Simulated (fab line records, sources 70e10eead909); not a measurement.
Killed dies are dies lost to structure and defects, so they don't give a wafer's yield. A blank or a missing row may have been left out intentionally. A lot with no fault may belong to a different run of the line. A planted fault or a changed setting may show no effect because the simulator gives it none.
fab line records	flow nand_harc
[record] lots = 24	wafers = 72	last_day = 25
route steps=1159 shown A_CONTACT@941 A_M0@1019 A_M1@1037
lots that met no fault: taken from a fault-free run of the same line
start_h: hours from the record's first day to the start of the lot's first wafer shown	wait_h: hours elapsed since this lot's preceding step	" as in the row above	L1.1+2: several wafers, shown together as one row	- no value, or no start given	* or withheld: withheld	< > ~ a bound
route shown NAME@n: names a module that has steps shown in the file, with the first one's number in the route	usual: average and standard deviation across the fault-free wafers	same: alike in all rows	chamber/n: place in a boat	sites: per-site readings	_std_site: their standard deviation	_edge_site: the outer-site mean with the inner-site mean subtracted	radius_mm: for every site, how far away it sits from the centre of the wafer	mask NAME#n: copy n	behind: the last tool/chamber to shape the wafer	hold: cause of the lot's hold/its duration in hours/its outcome	device: transistor that didn't switch, given as n, p or np	end of line: the route-end tests of the same wafers	for a step that has no rows: nothing shown but its recipe	killed: dies lost to structure and defects at the first sort, not the wafer's yield	map: the dies of a wafer, with x for killed, . for not killed, _ for no die there
set.NAME: the setting as run; set.NAME@STEP: as run at that earlier step	model.NAME: the simulator's own value behind a step, which no gauge read
a sample of lots followed through the steps of the route, with each step as a table and each wafer as a row
services: a tool's chamber out of use, with start hour (start_h, from the record's first day; less than 0 if before it), hours out, and reason
[[steps]]
[step NHARC_A_CONTACT_ETCH_30]
[recipe] target_depth_a = 605	time_s = 30.2	cf4_flow_sccm = 100	chf3_flow_sccm = 30	ar_flow_sccm = 0	rf_w = 500	bias_w = 200	chemistry = CF4/CHF3
[usual] drypump_motor_current_A = 5.9/0.43	oes_product_au = 0.935/0.023	rf_vpp_V = 371.3/2.2	showerhead_plenum_p_Torr = 1.60/0.058	throttle_valve_pct = 16.803/0.0093
lot.wafer	tool	chamber	start_h	wait_h	drypump_motor_current_A	oes_product_au	rf_hours_counter_h	rf_vpp_V	showerhead_plenum_p_Torr	throttle_valve_pct
L074.3	rie_diel-07	0	-	-	6.3	0.910	24	372.4	1.64	16.798
L074.1	"	1	"	"	6.2	0.927	24	369.7	1.54	16.787
L074.6	"	0	"	"	6.3	0.906	-	374.1	1.63	16.804
L075.2	rie_diel-10	1	-	-	5.7	0.931	10	370.8	1.58	16.781
L075.3	"	0	"	"	6.1	0.935	10	370.0	1.55	16.815
L075.5	"	2	"	"	6.6	0.927	-	373.4	1.68	16.812
L077.3	rie_diel-07	1	-	-	6.2	0.932	29	370.0	1.54	16.809
L077.4	"	2	"	"	5.5	0.920	29	367.0	1.48	16.796
L077.6	"	2	"	"	5.5	0.918	-	367.6	1.48	16.806
L076.2	rie_diel-09	0	-	-	5.9	0.964	50	373.1	1.60	16.802
L076.4	"	1	"	"	5.8	0.959	52	371.4	1.58	16.789
L076.6	"	2	"	"	5.8	0.966	-	373.2	1.67	16.790
L079.3	rie_diel-09	2	-	-	5.8	0.978	55	375.3	1.67	16.805
L079.2	"	3	"	"	5.1	0.999	54	373.4	1.64	16.806
L079.4	"	0	"	"	5.9	0.942	54	370.5	1.60	16.803
L078.4	rie_diel-07	3	-	-	6.0	0.920	2	370.3	1.58	16.811
L078.2	"	0	"	"	6.3	0.908	2	372.1	1.63	16.790
L078.5	"	3	"	"	6.0	0.922	-	370.8	1.58	16.793
L080.2	rie_diel-10	3	-	-	5.0	0.972	25	373.7	1.67	16.805
L080.3	"	0	"	"	6.1	0.966	25	368.7	1.54	16.802
L080.5	"	1	"	"	5.7	0.978	-	372.3	1.58	16.803
L081.3	rie_diel-10	1	-	-	5.8	0.938	24	371.1	1.58	16.826
L081.1	"	2	"	"	6.6	0.913	23	375.8	1.68	16.808
L081.5	"	3	"	"	5.0	0.913	-	374.9	1.67	16.797
L082.3	rie_diel-10	2	-	-	6.6	0.918	27	373.7	1.68	16.808
L082.1	"	3	"	"	5.0	0.905	29	374.1	1.67	16.814
L082.5	"	1	"	"	5.8	0.928	-	370.0	1.58	16.800
L084.4	rie_diel-07	0	-	-	6.3	0.921	5	373.0	1.63	16.801
L084.3	"	1	"	"	6.2	0.934	5	369.4	1.54	16.787
L084.6	"	1	"	"	6.2	0.927	-	370.2	1.54	16.810
L085.1	rie_diel-10	0	-	-	6.0	0.922	40	369.3	1.54	16.811
L085.2	"	1	"	"	5.8	0.934	37	371.7	1.58	16.806
L085.4	"	2	"	"	6.6	0.923	37	373.4	1.67	16.811
L083.1	rie_diel-07	2	-	-	5.5	0.942	10	369.2	1.48	16.800
L083.3	"	3	"	"	6.0	0.934	11	369.3	1.58	16.824
L083.6	"	1	"	"	6.2	0.936	-	368.7	1.54	16.789
L086.3	rie_diel-07	2	-	-	5.5	0.944	12	367.8	1.48	16.799
L086.1	"	1	"	"	6.2	0.935	11	368.2	1.54	16.802
L086.6	"	2	"	"	5.5	0.944	-	366.1	1.48	16.782
L087.2	rie_diel-09	1	-	-	5.7	0.898	11	371.6	1.57	16.820
L087.3	"	2	"	"	5.8	0.913	11	374.8	1.67	16.809
L087.5	"	1	"	"	5.7	0.905	-	370.7	1.57	16.800
L092.1	rie_diel-09	1	-	-	5.8	0.944	13	369.9	1.57	16.819
L092.3	"	3	"	"	5.1	1.008	12	373.4	1.64	16.796
L092.4	"	0	"	"	5.9	0.973	12	371.9	1.59	16.797
L090.2	rie_diel-10	2	-	-	6.6	0.925	43	372.3	1.67	16.808
L090.6	"	0	"	"	6.0	0.934	-	368.5	1.54	16.803
L090.5	"	2	"	"	6.6	0.931	-	374.6	1.67	16.806
L089.1	rie_diel-07	3	-	-	6.0	0.956	14	371.1	1.58	16.800
L089.3	"	2	"	"	5.5	0.986	13	366.7	1.48	16.805
L089.6	"	0	"	"	6.3	0.979	-	373.6	1.63	16.796
L088.2	rie_diel-09	2	-	-	5.8	0.919	16	372.5	1.67	16.807
L088.4	"	3	"	"	5.1	0.942	14	371.8	1.64	16.808
L088.5	"	3	"	"	5.1	0.932	-	371.6	1.63	16.806
L091.3	rie_diel-07	3	-	-	6.0	0.922	16	369.2	1.58	16.791
L091.1	"	1	"	"	6.2	0.926	14	369.9	1.54	16.800
L091.6	"	0	"	"	6.3	0.916	-	372.4	1.63	16.803
L093.1	rie_diel-09	3	-	-	5.1	0.993	22	372.0	1.63	16.811
L093.5	"	0	"	"	5.9	0.959	-	372.7	1.59	16.822
L093.6	"	1	"	"	5.8	0.926	-	369.9	1.57	16.793
L094.4	rie_diel-09	1	-	-	5.7	0.896	26	371.3	1.57	16.809
L094.1	"	2	"	"	5.8	0.901	25	373.2	1.66	16.812
L094.2	"	0	"	"	5.9	0.930	23	371.0	1.59	16.799
L095.1	rie_diel-10	2	-	-	6.6	0.919	59	372.5	1.67	16.796
L095.3	"	3	"	"	5.0	0.915	53	373.8	1.67	16.809
L095.4	"	0	"	"	6.0	0.914	56	368.2	1.54	16.810
L097.2	rie_diel-07	0	-	-	6.3	0.913	18	372.1	1.63	16.792
L097.5	"	3	"	"	6.0	0.922	-	368.7	1.58	16.805
L097.4	"	1	"	"	6.2	0.924	-	369.9	1.54	16.826
L096.2	rie_diel-10	0	-	-	6.0	0.937	61	369.3	1.53	16.800
L096.5	"	1	"	"	5.8	0.940	-	370.0	1.57	16.803
L096.6	"	2	"	"	6.6	0.938	-	372.2	1.67	16.800
[step NHARC_A_M0_CMP_23]
[recipe] t_overpolish_s = 20	target_thk_nm = 113.75
[usual] motor_current_A = 11.7/1.3	time_to_endpoint_s = 28.1/2.7
lot.wafer	tool	chamber	start_h	wait_h	motor_current_A	time_to_endpoint_s
L074.1	cmp-01	1	410.81	-	10.3	33.6
L074.3	"	2	"	"	11.1	29.6
L074.6	"	1	"	"	9.6	33.9
L075.2	cmp-02	2	413.53	-	12.0	24.7
L075.3	"	1	"	"	12.5	26.5
L075.5	"	2	"	"	12.4	27.0
L077.4	cmp-03	3	416.11	-	11.1	23.1
L077.3	"	1	"	"	12.6	28.6
L077.6	"	2	"	"	10.3	27.0
L076.4	cmp-02	2	417.26	-	12.2	25.1
L076.2	"	3	"	"	10.0	26.4
L076.6	"	2	"	"	11.2	26.1
L079.3	cmp-02	3	435.40	-	9.9	26.7
L079.4	"	0	"	"	13.9	30.7
L079.2	"	1	"	"	13.3	28.3
L078.4	cmp-01	2	438.88	-	10.4	26.8
L078.2	"	3	"	"	13.6	30.5
L078.5	"	1	"	"	9.8	30.7
L080.2	cmp-03	1	440.10	-	12.6	31.1
L080.3	"	3	"	"	11.7	25.7
L080.5	"	1	"	"	12.4	31.3
L081.1	cmp-01	3	442.88	-	13.3	32.0
L081.3	"	0	"	"	12.3	30.6
L081.5	"	3	"	"	13.9	31.5
L082.1	cmp-02	2	462.39	-	11.6	27.0
L082.3	"	3	"	"	10.2	28.3
L082.5	"	1	"	"	13.6	31.8
L084.4	cmp-03	0	462.75	-	10.6	29.3
L084.3	"	3	"	"	11.8	29.2
L084.6	"	0	"	"	10.9	29.8
L085.4	cmp-01	0	477.65	-	11.9	25.3
L085.1	"	1	"	"	10.2	29.5
L085.2	"	3	"	"	14.1	26.4
L083.3	cmp-01	2	481.11	-	11.0	24.2
L083.1	"	3	"	"	13.7	27.4
L083.6	"	1	"	"	9.9	30.8
L086.3	cmp-03	1	496.71	-	12.4	32.2
L086.1	"	3	"	"	11.0	26.3
L086.6	"	1	"	"	12.2	31.4
L087.2	cmp-02	0	496.88	-	12.9	29.0
L087.3	"	3	"	"	9.6	27.0
L087.5	"	0	"	"	13.5	32.8
L092.1	cmp-02	0	512.60	-	13.3	27.9
L092.3	"	1	"	"	13.6	29.2
L092.4	"	2	"	"	11.7	26.0
L090.2	cmp-03	2	513.21	-	11.9	29.9
L090.5	"	3	"	"	11.7	24.5
L090.6	"	0	"	"	10.9	28.2
L089.3	cmp-02	2	513.39	-	11.4	25.4
L089.1	"	3	"	"	10.0	25.3
L089.6	"	1	"	"	13.8	25.5
L091.1	cmp-02	2	515.36	-	11.8	28.0
L091.3	"	3	"	"	9.7	28.2
L091.6	"	1	"	"	13.8	26.8
L088.4	cmp-03	2	515.46	-	11.1	27.3
L088.2	"	0	"	"	11.0	25.0
L088.5	"	2	"	"	11.1	25.2
L094.2	cmp-01	3	522.86	-	13.8	30.5
L094.1	"	0	"	"	11.4	27.5
L094.4	"	1	"	"	9.9	33.6
L093.1	cmp-01	2	523.77	-	10.9	25.4
L093.5	"	2	"	"	10.7	24.1
L093.6	"	3	"	"	13.5	25.3
L095.4	cmp-01	3	526.91	-	13.1	29.2
L095.3	"	1	"	"	9.8	30.6
L095.1	"	2	"	"	10.6	21.8
L097.4	cmp-02	1	533.48	-	13.5	30.0
L097.2	"	3	"	"	9.9	25.2
L097.5	"	1	"	"	12.8	27.6
L096.2	cmp-01	2	537.44	-	10.4	26.4
L096.6	"	2	"	"	10.6	23.0
L096.5	"	3	"	"	13.8	26.7
[step NHARC_A_M1_OVL_MEAS_10]
[recipe] pitch_nm = 240
[usual] overlay_x_nm = 0.2/1	overlay_y_nm = 0.2/0.85
lot.wafer	tool	chamber	start_h	wait_h	overlay_x_nm	overlay_y_nm
L074.1	overlay-02	-	412.89	-	2.1	0.0
L074.3	"	-	"	"	2.9	-0.1
L074.6	"	-	"	"	2.5	-0.3
L075.2	overlay-01	-	416.51	-	1.3	0.2
L075.3	"	-	"	"	1.0	-0.3
L075.5	"	-	"	"	1.2	0.6
L077.3	overlay-01	-	418.02	-	0.2	-0.1
L077.4	"	-	"	"	-0.4	-0.4
L077.6	"	-	"	"	-0.4	0.3
L076.2	overlay-02	-	419.24	-	0.2	-0.3
L076.4	"	-	"	"	0.2	0.5
L076.6	"	-	"	"	0.7	0.0
L079.2	overlay-02	-	437.22	-	1.4	0.3
L079.3	"	-	"	"	1.3	0.8
L079.4	"	-	"	"	1.1	0.6
L078.2	overlay-02	-	440.96	-	0.6	1.1
L078.4	"	-	"	"	-0.5	0.2
L078.5	"	-	"	"	0.2	0.6
L080.2	overlay-01	-	442.09	-	0.5	0.0
L080.3	"	-	"	"	1.0	0.0
L080.5	"	-	"	"	0.4	-0.8
L081.1	overlay-01	-	444.70	-	-0.2	2.1
L081.3	"	-	"	"	0.1	2.4
L081.5	"	-	"	"	-0.2	2.2
L082.1	overlay-01	-	464.42	-	-0.3	0.6
L082.3	"	-	"	"	-0.7	0.6
L082.5	"	-	"	"	-0.7	0.6
L084.3	overlay-01	-	464.87	-	-0.7	-0.3
L084.4	"	-	"	"	-0.1	-0.1
L084.6	"	-	"	"	-0.7	0.3
L085.1	overlay-02	-	479.61	-	1.8	-2.2
L085.2	"	-	"	"	1.4	-2.1
L085.4	"	-	"	"	1.6	-2.1
L083.1	overlay-02	-	483.03	-	-1.5	-0.7
L083.3	"	-	"	"	-1.6	-1.1
L083.6	"	-	"	"	-1.5	-0.7
L086.1	overlay-01	-	498.52	-	-0.9	-0.5
L086.3	"	-	"	"	-0.6	-0.3
L086.6	"	-	"	"	-0.7	-0.1
L087.2	overlay-02	-	498.82	-	0.1	0.7
L087.3	"	-	"	"	-0.1	1.2
L087.5	"	-	"	"	0.3	1.0
L092.1	overlay-02	-	514.43	-	-0.6	0.6
L092.3	"	-	"	"	-0.4	-0.6
L092.4	"	-	"	"	-0.3	-0.3
L090.2	overlay-02	-	515.10	-	1.3	0.7
L090.5	"	-	"	"	0.6	0.2
L090.6	"	-	"	"	1.0	0.7
L089.1	overlay-01	-	515.26	-	-0.6	0.1
L089.3	"	-	"	"	-0.8	-0.3
L089.6	"	-	"	"	-1.0	0.4
L091.1	overlay-01	-	517.27	-	0.5	1.3
L091.3	"	-	"	"	0.2	1.3
L091.6	"	-	"	"	0.2	1.5
L088.2	overlay-02	-	517.55	-	-0.2	0.4
L088.4	"	-	"	"	-0.3	1.4
L088.5	"	-	"	"	-0.9	0.6
L094.1	overlay-01	-	524.63	-	-0.9	0.5
L094.2	"	-	"	"	-0.4	0.8
L094.4	"	-	"	"	-0.7	0.4
L093.1	overlay-01	-	525.69	-	0.8	-0.4
L093.5	"	-	"	"	0.9	-0.6
L093.6	"	-	"	"	1.0	-0.7
L095.1	overlay-01	-	529.05	-	-1.3	0.5
L095.3	"	-	"	"	-1.0	0.6
L095.4	"	-	"	"	-1.5	0.1
L097.2	overlay-02	-	535.25	-	1.2	-0.1
L097.4	"	-	"	"	1.1	-0.7
L097.5	"	-	"	"	1.3	-0.3
L096.2	overlay-02	-	539.25	-	2.0	-0.1
L096.5	"	-	"	"	1.9	0.0
L096.6	"	-	"	"	1.6	0.2
[step NHARC_A_M1_PVD_21]
[recipe] target_thk_a = 300	chamber_pressure_pa = 5	power_w = 5000	substrate_temp_c = 30	time_s = 20.49	material = Cu
[usual] throttle_valve_pct = 29.6/1.3
lot.wafer	tool	chamber	start_h	wait_h	throttle_valve_pct
L074.3	pvd_sputter-03	-	-	-	28.6
L074.1	"	-	"	"	30.6
L074.6	"	-	"	"	28.7
L075.3	pvd_sputter-01	-	-	-	28.0
L075.2	"	-	"	"	29.1
L075.5	"	-	"	"	28.2
L077.3	pvd_sputter-03	-	-	-	30.2
L077.4	"	-	"	"	31.0
L077.6	"	-	"	"	29.9
L076.2	pvd_sputter-02	-	-	-	27.4
L076.4	"	-	"	"	29.7
L076.6	"	-	"	"	27.7
L079.2	pvd_sputter-02	-	-	-	32.1
L079.3	"	-	"	"	27.7
L079.4	"	-	"	"	29.9
L078.4	pvd_sputter-01	-	-	-	30.0
L078.2	"	-	"	"	30.5
L078.5	"	-	"	"	29.7
L080.3	pvd_sputter-03	-	-	-	28.7
L080.2	"	-	"	"	30.6
L080.5	"	-	"	"	30.4
L081.3	pvd_sputter-02	-	-	-	29.6
L081.1	"	-	"	"	31.8
L081.5	"	-	"	"	29.8
L082.3	pvd_sputter-02	-	-	-	31.8
L082.1	"	-	"	"	27.7
L082.5	"	-	"	"	29.5
L084.4	pvd_sputter-02	-	-	-	30.0
L084.3	"	-	"	"	27.4
L084.6	"	-	"	"	29.6
L085.1	pvd_sputter-01	-	-	-	29.2
L085.2	"	-	"	"	30.7
L085.4	"	-	"	"	28.0
L083.1	pvd_sputter-01	-	-	-	29.3
L083.3	"	-	"	"	30.1
L083.6	"	-	"	"	29.0
L086.1	pvd_sputter-01	-	-	-	27.8
L086.3	"	-	"	"	29.9
L086.6	"	-	"	"	29.0
L087.3	pvd_sputter-02	-	-	-	32.1
L087.2	"	-	"	"	27.5
L087.5	"	-	"	"	29.6
L092.1	pvd_sputter-03	-	-	-	29.9
L092.4	"	-	"	"	27.1
L092.3	"	-	"	"	30.8
L090.2	pvd_sputter-02	-	-	-	27.7
L090.6	"	-	"	"	28.0
L090.5	"	-	"	"	30.0
L089.3	pvd_sputter-03	-	-	-	30.4
L089.1	"	-	"	"	29.7
L089.6	"	-	"	"	27.1
L091.1	pvd_sputter-02	-	-	-	29.6
L091.3	"	-	"	"	29.8
L091.6	"	-	"	"	29.5
L088.2	pvd_sputter-03	-	-	-	30.0
L088.4	"	-	"	"	29.7
L088.5	"	-	"	"	29.4
L094.2	pvd_sputter-03	-	-	-	27.1
L094.4	"	-	"	"	30.5
L094.1	"	-	"	"	29.6
L093.1	pvd_sputter-02	-	-	-	29.7
L093.6	"	-	"	"	29.5
L093.5	"	-	"	"	32.1
L095.3	pvd_sputter-02	-	-	-	27.4
L095.4	"	-	"	"	29.9
L095.1	"	-	"	"	29.8
L097.2	pvd_sputter-03	-	-	-	30.6
L097.4	"	-	"	"	29.7
L097.5	"	-	"	"	29.6
L096.2	pvd_sputter-01	-	-	-	30.2
L096.5	"	-	"	"	30.1
L096.6	"	-	"	"	28.9
[step NHARC_A_M1_THK_MEAS_24]
[recipe] thk_meas_gauge = xrf
[usual] thk_nm = 153.6/1.8
lot.wafer	tool	chamber	start_h	wait_h	thk_nm
L074.1	film_metro-02	-	415.44	-	155.4
L074.3	"	-	"	"	154.8
L074.6	"	-	"	"	158.9
L075.2	film_metro-01	-	419.16	-	154.9
L075.3	"	-	"	"	156.7
L075.5	"	-	"	"	154.1
L077.3	film_metro-02	-	420.54	-	155.0
L077.4	"	-	"	"	152.5
L077.6	"	-	"	"	152.3
L076.2	film_metro-02	-	421.76	-	154.7
L076.4	"	-	"	"	154.4
L076.6	"	-	"	"	152.8
L079.2	film_metro-02	-	439.95	-	153.4
L079.3	"	-	"	"	154.2
L079.4	"	-	"	"	155.8
L078.2	film_metro-01	-	443.64	-	153.0
L078.4	"	-	"	"	149.9
L078.5	"	-	"	"	153.2
L080.2	film_metro-01	-	444.63	-	152.5
L080.3	"	-	"	"	151.1
L080.5	"	-	"	"	153.0
L081.1	film_metro-01	-	447.21	-	151.9
L081.3	"	-	"	"	152.9
L081.5	"	-	"	"	153.1
L082.1	film_metro-02	-	467.03	-	153.7
L082.3	"	-	"	"	154.4
L082.5	"	-	"	"	153.7
L084.3	film_metro-01	-	467.39	-	156.8
L084.4	"	-	"	"	154.3
L084.6	"	-	"	"	154.1
L085.1	film_metro-02	-	482.28	-	151.9
L085.2	"	-	"	"	152.3
L085.4	"	-	"	"	154.1
L083.1	film_metro-01	-	485.55	-	154.9
L083.3	"	-	"	"	153.5
L083.6	"	-	"	"	152.7
L086.1	film_metro-01	-	501.04	-	155.2
L086.3	"	-	"	"	155.2
L086.6	"	-	"	"	156.1
L087.2	film_metro-01	-	501.33	-	153.5
L087.3	"	-	"	"	155.6
L087.5	"	-	"	"	155.7
L092.1	film_metro-02	-	516.97	-	155.2
L092.3	"	-	"	"	151.2
L092.4	"	-	"	"	152.1
L090.2	film_metro-01	-	517.62	-	154.2
L090.5	"	-	"	"	153.4
L090.6	"	-	"	"	153.7
L089.1	film_metro-02	-	517.77	-	152.2
L089.3	"	-	"	"	149.8
L089.6	"	-	"	"	152.1
L091.1	film_metro-01	-	519.89	-	154.0
L091.3	"	-	"	"	155.2
L091.6	"	-	"	"	156.5
L088.2	film_metro-01	-	520.21	-	153.5
L088.4	"	-	"	"	154.0
L088.5	"	-	"	"	153.5
L094.1	film_metro-01	-	527.19	-	153.7
L094.2	"	-	"	"	154.1
L094.4	"	-	"	"	152.8
L093.1	film_metro-01	-	528.22	-	152.0
L093.5	"	-	"	"	149.3
L093.6	"	-	"	"	152.5
L095.1	film_metro-01	-	531.80	-	149.9
L095.3	"	-	"	"	152.8
L095.4	"	-	"	"	151.7
L097.2	film_metro-02	-	538.09	-	151.0
L097.4	"	-	"	"	154.6
L097.5	"	-	"	"	152.6
L096.2	film_metro-01	-	541.77	-	153.8
L096.5	"	-	"	"	152.5
L096.6	"	-	"	"	155.3
[step NHARC_A_M1_PRE_CLEAN_32]
[recipe] time_s = 12	temp_c = 370	rf_power_w = 300	gas = NH3
[usual] heater_power_outer_w = 383/54	heater_power_w = 665/68	susceptor_temp_C = 370.02/0.24
lot.wafer	tool	chamber	start_h	wait_h	heater_power_outer_w	heater_power_w	susceptor_temp_C
L074.3	pecvd-01	0	415.93	0.3	362	690	370.17
L074.1	"	1	"	"	328	589	369.95
L074.6	"	2	"	"	414	647	370.10
L075.3	pecvd-04	2	419.40	0.1	286	538	369.75
L075.2	"	0	"	"	454	730	369.73
L075.5	"	0	"	"	440	752	369.88
L077.3	pecvd-04	2	421.46	0.8	323	621	369.30
L077.6	"	2	"	"	329	616	369.72
L077.4	"	0	"	"	425	709	370.11
L076.2	pecvd-03	2	421.98	0.1	452	751	369.88
L076.4	"	1	"	"	382	665	370.24
L076.6	"	2	"	"	455	746	369.86
L079.3	pecvd-03	0	440.42	0.3	368	662	370.48
L079.2	"	1	"	"	314	564	369.89
L079.4	"	0	"	"	363	643	370.04
L078.2	pecvd-04	2	443.90	0.1	259	513	369.69
L078.5	"	1	"	"	439	743	369.92
L078.4	"	2	"	"	261	525	370.19
L080.3	pecvd-01	1	444.86	0.1	366	638	370.19
L080.2	"	2	"	"	461	703	369.93
L080.5	"	2	"	"	466	732	370.15
L081.3	pecvd-03	1	447.45	0.1	352	631	370.07
L081.1	"	2	"	"	461	738	369.80
L081.5	"	0	"	"	355	649	370.12
L082.3	pecvd-01	2	467.27	0.1	430	675	370.00
L082.1	"	0	"	"	461	806	369.92
L082.5	"	2	"	"	435	667	370.18
L084.3	pecvd-01	1	467.65	0.1	358	617	370.01
L084.6	"	0	"	"	471	846	369.95
L084.4	"	2	"	"	431	645	369.88
L085.1	pecvd-04	2	482.52	0.1	310	593	370.17
L085.2	"	0	"	"	375	656	370.43
L085.4	"	0	"	"	383	652	370.37
L083.3	pecvd-04	0	485.93	0.2	415	716	369.91
L083.1	"	1	"	"	461	762	370.31
L083.6	"	1	"	"	459	781	370.03
L086.3	pecvd-03	2	501.27	0.1	378	656	370.34
L086.1	"	1	"	"	368	654	369.91
L086.6	"	0	"	"	339	618	370.10
L087.3	pecvd-04	2	501.56	0.1	322	608	370.04
L087.2	"	1	"	"	367	626	369.91
L087.5	"	2	"	"	331	609	370.41
L092.3	pecvd-04	2	517.19	0.1	273	541	370.10
L092.1	"	0	"	"	391	667	369.96
L092.4	"	1	"	"	408	725	369.73
L090.2	pecvd-01	0	517.87	0.1	436	755	369.87
L090.6	"	1	"	"	344	609	369.83
L090.5	"	0	"	"	426	770	370.00
L089.1	pecvd-03	1	518.39	0.5	341	614	370.06
L089.3	"	2	"	"	467	769	369.93
L089.6	"	0	"	"	343	610	369.96
L091.1	pecvd-04	0	520.93	0.9	427	707	369.68
L091.3	"	2	"	"	303	570	370.40
L091.6	"	0	"	"	426	703	370.00
L088.2	pecvd-03	2	521.16	0.8	408	701	369.47
L088.4	"	0	"	"	357	624	370.22
L088.5	"	2	"	"	401	694	369.97
L094.2	pecvd-01	2	527.42	0.1	456	719	370.21
L094.1	"	1	"	"	338	585	370.41
L094.4	"	2	"	"	468	695	370.24
L093.1	pecvd-04	1	528.55	0.2	424	722	369.98
L093.5	"	0	"	"	360	644	369.92
L093.6	"	1	"	"	423	742	369.97
L095.1	pecvd-04	1	532.03	0.1	365	658	370.01
L095.4	"	1	"	"	355	643	369.91
L095.3	"	2	"	"	336	605	369.77
L097.2	pecvd-03	2	538.31	0.1	406	697	370.32
L097.4	"	2	"	"	393	692	370.45
L097.5	"	0	"	"	371	657	369.94
L096.2	pecvd-01	2	542.00	0.1	447	692	369.86
L096.6	"	0	"	"	382	711	369.81
L096.5	"	1	"	"	315	561	370.09
[[services]]
tool	chamber	start_h	hours	kind
cmp-01	-	375.55	4.0	pm
pecvd-04	-	376.58	13.0	pm
cmp-01	-	381.48	2.6	repair
pvd_sputter-03	-	382.80	3.5	repair
pvd_sputter-02	-	392.00	10.0	pm
rie_diel-07	0	399.53	2.7	repair
rie_diel-07	-	405.22	9.0	pm
pecvd-04	-	410.43	0.7	repair
pecvd-04	-	414.04	1.8	repair
cmp-02	-	422.60	4.0	pm
cmp-01	-	425.09	2.2	repair
rie_diel-07	1	431.74	1.5	repair
pecvd-04	1	433.42	4.3	repair
cmp-02	-	446.13	1.7	repair
cmp-01	-	454.98	1.2	repair
pvd_sputter-03	-	458.00	10.0	pm
rie_diel-10	3	460.06	4.1	repair
cmp-01	-	473.55	4.0	pm
pvd_sputter-02	-	478.67	1.3	repair
cmp-02	-	480.82	2.7	repair
cmp-02	-	518.49	2.4	repair
cmp-02	-	520.98	4.0	pm
cmp-01	-	529.29	0.8	repair
pecvd-04	0	531.00	5.6	repair
[[key]]
fault none
